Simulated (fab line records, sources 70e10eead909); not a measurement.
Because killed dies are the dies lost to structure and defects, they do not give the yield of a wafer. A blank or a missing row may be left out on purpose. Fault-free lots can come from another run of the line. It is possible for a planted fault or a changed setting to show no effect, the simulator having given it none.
Which of the tools did it? ; flow nandHarc ; 12 lots, 35 wafers sampled, at 5 steps of a route of 1302

WHAT THE GAUGES SHOWED, per wafer
NHARC_END_SORT_01. Usual: killedAtArray 55, standard deviation 15; killedAtOther 1.0, standard deviation 1.2; killedAtPeriphery 3.4, standard deviation 2.2; killedDies 59, standard deviation 15; killedOpen 3.2, standard deviation 2; killedShort 2.5, standard deviation 1.7.
lot;measured;on;killedAtArray;killedAtOther;killedAtPeriphery;killedDies;killedOpen;killedShort;flag
L403;day 27 17:48;prober-01;423 29 38;0 0 0;5 2 1;428 31 39;8 2 6;6 2 3;OFF
L405;day 28 02:46;prober-02;400 361;5 2;4 6;409 369;0 4;3 2;OFF
L404;day 28 08:52;prober-01;399 69 75;0 0 1;2 1 2;401 70 78;3 4 4;4 3 2;OFF

WHICH TOOL RAN EACH LOT (tool, then ch and the chambers of the sampled wafers, then the start)
lot;NHARC_A_STAIRCASE_TRIM_222;NHARC_A_STAIRCASE_TRIM_224;NHARC_A_STAIRCASE_ETCH_225;NHARC_A_STAIRCASE_TRIM_226
L403;rieDiel-07 ch 2,3, day 18 23:24 or earlier;rieDiel-07 ch 0,1,2, day 18 23:24;rieDiel-07 ch 1,2,3, day 27 17:48 or earlier;rieDiel-07 ch 0,2,3, day 27 17:48 or earlier
L405;rieDiel-07 ch 0,2, day 19 13:57 or earlier;rieDiel-07 ch 1,3, day 19 13:57;rieDiel-07 ch 1,3, day 28 02:46 or earlier;rieDiel-07 ch 1,3, day 28 02:46 or earlier
L404;rieDiel-07 ch 0,1,3, day 19 14:33 or earlier;rieDiel-07 ch 0,2,3, day 19 14:33;rieDiel-07 ch 0,1,3, day 28 08:52 or earlier;rieDiel-07 ch 2,3, day 28 08:52 or earlier
L408;rieDiel-01 ch 1,2,3, day 20 20:17 or earlier;rieDiel-01 ch 0,2,3, day 20 20:17;rieDiel-01 ch 0,1,3, no start;rieDiel-01 ch 0,1,2, no start
L410;rieDiel-01 ch 0,1,3, day 21 15:30 or earlier;rieDiel-01 ch 1,3, day 21 15:30;rieDiel-01 ch 1,3, no start;rieDiel-01 ch 0,1,3, no start
L412;rieDiel-01 ch 0,1,2, day 22 21:26 or earlier;rieDiel-01 ch 1,2,3, day 22 21:26;rieDiel-01 ch 1,2,3, no start;rieDiel-01 ch 0,1,3, no start
L414;rieDiel-01 ch 0,1,3, day 23 04:21 or earlier;rieDiel-01 ch 1,2,3, day 23 04:21;rieDiel-01 ch 0,2, no start;rieDiel-01 ch 1,3, no start
L413;rieDiel-06 ch 0,1,2, day 23 04:44 or earlier;rieDiel-06 ch 0,2,3, day 23 04:44;rieDiel-06 ch 1,3, no start;rieDiel-06 ch 0,2, no start
L416;rieDiel-06 ch 0,1,2, day 23 19:41 or earlier;rieDiel-06 ch 1,2,3, day 23 19:41;rieDiel-06 ch 1,2,3, no start;rieDiel-06 ch 1,2,3, no start
L415;rieDiel-07 ch 1,3, day 23 19:59 or earlier;rieDiel-07 ch 2,3, day 23 19:59;rieDiel-07 ch 0,1, no start;rieDiel-07 ch 1,2,3, no start
L418;rieDiel-06 ch 0,1,2, day 24 20:23 or earlier;rieDiel-06 ch 0,3, day 24 20:23;rieDiel-06 ch 0,2, no start;rieDiel-06 ch 1,2,3, no start
L419;rieDiel-01 ch 1,3, day 25 19:31 or earlier;rieDiel-01 ch 1,2, day 25 19:31;rieDiel-01 ch 0,1,3, no start;rieDiel-01 ch 1,2,3, no start
- NHARC_A_STAIRCASE_TRIM_222: chemistry O2, time 211.2 s.
- NHARC_A_STAIRCASE_TRIM_224: chemistry O2, time 211.2 s.
- NHARC_A_STAIRCASE_ETCH_225: etches the open film in C4F8/O2, target depth 100 nm, time 40.5 s.
- NHARC_A_STAIRCASE_TRIM_226: chemistry O2, time 211.2 s.

AS READ BY THE TOOLS THEMSELVES (means over the sampled wafers that have a number; for cases with no such wafer, the mark the record gives instead)
NHARC_A_STAIRCASE_TRIM_222. Usual: drypumpMotorCurrentA 5.7 A, standard deviation 0.36; oesProductAu 0.999 a.u., standard deviation 0.0087; rfVppV 57.7 V, standard deviation 0.92; showerheadPlenumPTorr 3.54 Torr, standard deviation 0.15; throttleValvePct 17.037 %, standard deviation 0.0088.
lot;tool;drypumpMotorCurrentA (A);oesProductAu (a.u.);rfVppV (V);showerheadPlenumPTorr (Torr);throttleValvePct (%);flag
L403;rieDiel-07;5.6;0.994;57.2;3.45;17.035;
L405;rieDiel-07;5.2;1.002;57.7;3.41;17.040;
L404;rieDiel-07;5.4;1.002;57.6;3.53;17.038;
L408;rieDiel-01;6.0;0.994;57.4;3.47;17.036;
L410;rieDiel-01;5.8;0.995;56.6;3.44;17.035;
L412;rieDiel-01;5.6;1.004;58.1;3.48;17.029;
L414;rieDiel-01;5.8;0.999;57.5;3.43;17.052;
L413;rieDiel-06;5.8;1.000;58.3;3.71;17.033;
L416;rieDiel-06;5.8;0.996;58.1;3.71;17.035;
L415;rieDiel-07;5.5;1.001;57.5;3.63;17.040;
L418;rieDiel-06;5.7;1.003;58.2;3.70;17.042;
L419;rieDiel-01;6.1;0.990;57.9;3.40;17.045;

NHARC_A_STAIRCASE_TRIM_224. Usual: drypumpMotorCurrentA 5.7 A, standard deviation 0.37; oesProductAu 0.998 a.u., standard deviation 0.0098; rfVppV 58.0 V, standard deviation 0.95; showerheadPlenumPTorr 3.54 Torr, standard deviation 0.15; throttleValvePct 17.037 %, standard deviation 0.0095.
lot;tool;drypumpMotorCurrentA (A);oesProductAu (a.u.);rfVppV (V);showerheadPlenumPTorr (Torr);throttleValvePct (%);flag
L403;rieDiel-07;5.3;1.059;58.3;3.53;17.044;OFF
L405;rieDiel-07;5.5;1.167;56.8;3.60;17.037;OFF
L404;rieDiel-07;5.5;1.064;57.2;3.43;17.035;OFF
L408;rieDiel-01;5.9;1.002;57.1;3.42;17.031;
L410;rieDiel-01;6.1;0.998;58.6;3.42;17.032;
L412;rieDiel-01;6.0;0.989;58.1;3.46;17.031;
L414;rieDiel-01;5.9;0.988;57.8;3.46;17.039;
L413;rieDiel-06;5.8;0.990;58.4;3.72;17.038;
L416;rieDiel-06;5.7;0.987;59.6;3.74;17.048;
L415;rieDiel-07;5.7;0.985;57.5;3.44;17.047;
L418;rieDiel-06;6.0;0.998;58.5;3.70;17.035;
L419;rieDiel-01;5.7;0.994;57.8;3.52;17.042;

NHARC_A_STAIRCASE_ETCH_225. Usual: oesProductAu 0.941 a.u., standard deviation 0.0097; rfVppV 896 V, standard deviation 5.5.
lot;tool;oesProductAu (a.u.);rfVppV (V);flag
L403;rieDiel-07;0.935;898;
L405;rieDiel-07;0.945;898;
L404;rieDiel-07;0.939;897;
L408;rieDiel-01;0.948;893;
L410;rieDiel-01;0.940;895;
L412;rieDiel-01;0.935;893;
L414;rieDiel-01;0.942;892;
L413;rieDiel-06;0.941;903;
L416;rieDiel-06;0.941;904;
L415;rieDiel-07;0.943;895;
L418;rieDiel-06;0.941;903;
L419;rieDiel-01;0.935;892;

NHARC_A_STAIRCASE_TRIM_226. Usual: drypumpMotorCurrentA 5.7 A, standard deviation 0.35; oesProductAu 1.000 a.u., standard deviation 0.01; rfVppV 57.8 V, standard deviation 0.88; showerheadPlenumPTorr 3.54 Torr, standard deviation 0.14; throttleValvePct 17.036 %, standard deviation 0.009.
lot;tool;drypumpMotorCurrentA (A);oesProductAu (a.u.);rfVppV (V);showerheadPlenumPTorr (Torr);throttleValvePct (%);flag
L403;rieDiel-07;5.4;0.997;57.9;3.43;17.037;
L405;rieDiel-07;5.5;0.998;56.5;3.60;17.038;
L404;rieDiel-07;5.7;0.998;57.0;3.46;17.044;
L408;rieDiel-01;5.6;1.005;57.7;3.49;17.036;
L410;rieDiel-01;5.7;1.005;58.2;3.44;17.044;
L412;rieDiel-01;5.7;0.994;57.7;3.43;17.037;
L414;rieDiel-01;5.9;0.994;57.6;3.48;17.048;
L413;rieDiel-06;5.9;1.000;58.2;3.69;17.040;
L416;rieDiel-06;5.6;1.000;58.9;3.74;17.037;
L415;rieDiel-07;5.6;0.997;57.4;3.53;17.034;
L418;rieDiel-06;5.6;1.002;58.9;3.73;17.032;
L419;rieDiel-01;5.9;0.985;56.8;3.45;17.028;

THE ANSWER, worked out from the rows above alone
Rule: a lot counts as off when the mean over its wafers that have a number is more than 3 standard deviations away from the usual mean. Also off: a lot with no number at a reading for which 4 or more lots have one. Any other lot the step has rows for is counted as sound. First the gauges in route order, then the tools' own readings, where a lot's mean is used as printed above. At the first step where some lot is off, the reading lying furthest off is the one used; lots without a number count as furthest.
Off: L403, L405, L404 (NHARC_END_SORT_01, killedDies). Neither off nor sound, because the step has no rows for them: L408, L410, L412, L414, L413, L416, L415, L418, L419.
If a tool, at a process step before that reading, ran all the lots that are off and no sound lot after the first of them, it fits. The gauges at NHARC_END_SORT_01 aren't tried: what is off there is off at NHARC_A_STAIRCASE_TRIM_224 too, on other tools, and a gauge's error can't cause that. NHARC_A_STAIRCASE_TRIM_222: start missing for some lots; hours and lot order therefore follow NHARC_A_STAIRCASE_TRIM_224. NHARC_A_STAIRCASE_ETCH_225: start missing for some lots; hours and lot order therefore follow NHARC_END_SORT_01. NHARC_A_STAIRCASE_TRIM_226: start missing for some lots; hours and lot order therefore follow NHARC_END_SORT_01. One fits: rieDiel-07 at NHARC_A_STAIRCASE_TRIM_222 and NHARC_A_STAIRCASE_TRIM_224 and NHARC_A_STAIRCASE_ETCH_225 and NHARC_A_STAIRCASE_TRIM_226. It ran no sound lot before its first lot that is off in this sample, so the start can't be narrowed down.

WHAT THE SIMULATOR HAD INSERTED
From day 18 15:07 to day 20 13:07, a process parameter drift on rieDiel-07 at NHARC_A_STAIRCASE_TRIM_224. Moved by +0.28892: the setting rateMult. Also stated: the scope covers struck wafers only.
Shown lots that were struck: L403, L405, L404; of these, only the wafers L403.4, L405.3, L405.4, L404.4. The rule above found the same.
